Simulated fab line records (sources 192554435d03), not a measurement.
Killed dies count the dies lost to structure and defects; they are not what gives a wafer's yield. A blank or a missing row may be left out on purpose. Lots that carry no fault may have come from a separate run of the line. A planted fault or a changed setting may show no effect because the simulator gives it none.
Split-lot experiment + flow n5_finfet + 21 wafers read across 7 lots, on a route 1938 steps long

== THE SPLIT ITSELF ==
At N5_BEOL_M8_TRENCH_ETCH_37 (etches SiCOH lowk in C4F6/O2, target depth 93.478 nm, time 31.2 s), the setting time_s was moved away from the recipe's 31.2 s on 7 of the 21 wafers read, by -11.3% to +21.9%. This setting was run at the recipe's value on the other wafers.

== FROM THE SPLIT TO THE READING: what the file shows between them, 12 steps ==
- N5_BEOL_M8_ETCH_41: etches SiCN in CH3F/O2, target depth 31.9 nm, time 57.8 s
- N5_BEOL_M8_STRIP_80: strips in N2/H2, time 10 s
- N5_BEOL_M8_OCD_MEAS_38
- N5_BEOL_M8_HM_STRIP_39: strips TiN in peroxide tin strip, target depth 25 nm, time 158 s
- N5_BEOL_M8_SRD_40: time 30 s
- N5_BEOL_M8_PRECLEAN_42: cleans in residue remover, time 60 s
- N5_BEOL_M8_ECD_50: material Cu, target thk 300 nm
- N5_BEOL_M8_ANNEAL_51: time 90 s
- N5_BEOL_M8_CMP_52: polishes, stops on SiCOH lowk, t overpolish 6.9 s, target thk 80 nm
- N5_BEOL_M8_THK_MEAS_53: measures by xrf
- N5_BEOL_M8_PRE_CLEAN_55: time 15 s
- N5_BEOL_M8_DEP_56: deposits SiCN from 3MS/NH3, target thk 10 nm, time 17.5 s

== THE READING ==
At N5_BEOL_M8_RS_MEAS_57, a four-point-probe measurement gives M8_RS in ohm/sq. A value of 0.279 ohm/sq with a standard deviation of 0.009 ohm/sq is what fault-free wafers of this fab line usually give.

| wafer  | tool, chamber at the split | time_s as run, s | against the recipe | M8_RS, ohm/sq | against lot-mates on the recipe |
|--------|----------------------------|------------------|--------------------|---------------|---------------------------------|
| L079.3 | rie_diel-03, 2             | 31.2             | recipe             | 0.270         | -                               |
| L079.5 | rie_diel-03, 1             | 31.2             | recipe             | 0.268         | -                               |
| L079.6 | rie_diel-03, 2             | 31.2             | recipe             | 0.277         | -                               |
| L085.2 | rie_diel-02, 3             | 31.2             | recipe             | 0.283         | -                               |
| L085.5 | rie_diel-02, 3             | 31.2             | recipe             | 0.285         | -                               |
| L085.6 | rie_diel-02, 2             | 27.66            | -11.3%             | 0.320         | +0.036                          |
| L084.1 | rie_diel-06, 2             | 38.03            | +21.9%             | 0.211         | no lot-mate on the recipe       |
| L084.2 | rie_diel-06, 0             | 38.03            | +21.9%             | 0.223         | no lot-mate on the recipe       |
| L084.6 | rie_diel-06, 2             | 38.03            | +21.9%             | 0.215         | no lot-mate on the recipe       |
| L091.1 | rie_diel-02, 1             | 31.2             | recipe             | 0.288         | -                               |
| L091.4 | rie_diel-02, 0             | 31.2             | recipe             | 0.279         | -                               |
| L091.5 | rie_diel-02, 2             | 31.2             | recipe             | 0.271         | -                               |
| L092.3 | rie_diel-06, 2             | 31.2             | recipe             | 0.280         | -                               |
| L092.4 | rie_diel-06, 0             | 34.52            | +10.6%             | 0.255         | -0.025                          |
| L092.5 | rie_diel-06, 2             | 34.52            | +10.6%             | 0.241         | -0.039                          |
| L096.2 | rie_diel-03, 1             | 31.2             | recipe             | 0.278         | -                               |
| L096.3 | rie_diel-03, 3             | 31.2             | recipe             | 0.282         | -                               |
| L096.4 | rie_diel-03, 0             | 31.2             | recipe             | 0.286         | -                               |
| L097.1 | rie_diel-03, 3             | 31.2             | recipe             | 0.281         | -                               |
| L097.2 | rie_diel-03, 0             | 31.2             | recipe             | 0.290         | -                               |
| L097.4 | rie_diel-03, 1             | 33.54            | +7.5%              | 0.261         | -0.024                          |

FIT RESULTS
A straight line over all 21 wafers: M8_RS changes by -0.00298 ohm/sq for each +1% of time_s; r = -0.97; the points scatter about the line by 0.0065 ohm/sq.
The same after taking each lot's own level away (the mean of its wafers on the recipe; 18 wafers): -0.0031 ohm/sq for each +1%; r = -0.95; scatter 0.0048 ohm/sq.
On that fit, the largest move of time_s shifts the reading by 0.068 ohm/sq.
The lots' own levels span 0.2717 to 0.2855 ohm/sq, that is 1.5 times the standard deviation above.
Consequently the slope shifts little with the lot-to-lot level, the two slopes agreeing.
Check: +0.0346 ohm/sq against its lot-mates is what the line predicts for one of the wafers moved furthest among these (-11.3%) when that wafer is left out of the fit. Against them it came out at +0.036 ohm/sq.

== THE WHOLE CHAIN: every reading that the file lists as answering this split, in the file's order ==
| step                      | what it does                                                        | reading                                                                      | change (the file's fit)               | r (the file's) |
|---------------------------|---------------------------------------------------------------------|------------------------------------------------------------------------------|---------------------------------------|----------------|
| N5_BEOL_M8_TRENCH_ETCH_37 | etches SiCOH lowk in C4F6/O2, target depth 93.478 nm, time 31.2 s   | etch.depth_nm (the simulator's own value, which no gauge read)               | +0.793 nm for each +1% of the setting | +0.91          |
| N5_BEOL_M8_TRENCH_ETCH_37 | etches SiCOH lowk in C4F6/O2, target depth 93.478 nm, time 31.2 s   | BEOL_M8.feature_depth_nm (the simulator's own value, which no gauge read)    | +0.798 nm for each +1% of the setting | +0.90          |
| N5_BEOL_M8_OCD_MEAS_38    |                                                                     | trench_depth_nm                                                              | +0.811 nm for each +1% of the setting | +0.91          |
| N5_BEOL_M8_CMP_52         | polishes, stops on SiCOH lowk, t overpolish 6.9 s, target thk 80 nm | Cu_of_BEOL_M8_ECD_50.thk_nm (the simulator's own value, which no gauge read) | +0.785 nm for each +1% of the setting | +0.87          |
| N5_BEOL_M8_THK_MEAS_53    | measures by xrf                                                     | M8_THK                                                                       | +0.811 for each +1% of the setting    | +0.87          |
| N5_BEOL_M8_RS_MEAS_57     | measures by four-point-probe                                        | M8_RS                                                                        | -0.00315 for each +1% of the setting  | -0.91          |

== THE FILE'S OWN FIT ==
M8_RS changes by -0.00315 ohm/sq for each +1% of time_s, r = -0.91.
